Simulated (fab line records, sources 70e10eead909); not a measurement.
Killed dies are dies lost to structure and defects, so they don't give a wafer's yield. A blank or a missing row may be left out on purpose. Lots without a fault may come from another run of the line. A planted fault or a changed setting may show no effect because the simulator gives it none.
Chamber matching | flow nand_harc | NHARC_A_BLC_STRIP_21 on rie_diel-06: 4 sister chambers
The step strips in O2. 4 wafers are shown with their chamber, then 7 later ones without.

WAFERS WITH THEIR CHAMBER
wafer  | chamber | showerhead_plenum_p_Torr (Torr)
L456.6 | 1       | 3.42
L463.5 | 3       | 3.44
L464.1 | 0       | 3.48
L464.3 | 2       | 3.49

WAFERS WITHOUT THEIR CHAMBER
wafer  | showerhead_plenum_p_Torr (Torr)
L464.6 | 3.48
L468.1 | 3.48
L468.2 | 3.41
L468.3 | 3.48
L469.1 | 3.48
L469.5 | 3.41
L469.6 | 3.48

WHICH CHAMBER EACH WENT THROUGH
wafer  | from the rows above     | in truth
L464.6 | can't be placed: 0 or 2 | 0
L468.1 | can't be placed: 0 or 2 | 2
L468.2 | 1                       | 1
L468.3 | can't be placed: 0 or 2 | 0
L469.1 | can't be placed: 0 or 2 | 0
L469.5 | 1                       | 1
L469.6 | can't be placed: 0 or 2 | 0
Placed correctly: 2 of 7. Can't be placed from these rows: 5 (the true chamber is among the candidates in 5). Placed wrongly: 0.
How it was worked out, from the rows above alone: a wafer's distance from a chamber is the root of the sum, over the readings, of the square of ((its reading less the chamber's mean) divided by the reading's scatter). The wafer belongs to the nearest chamber; if the next one is less than 2 further off, it can't be placed. A chamber's mean is the mean of its shown wafers. The scatter: with one shown wafer a chamber, the root of the mean of the squares of how far each hidden wafer lies from its nearest shown one.
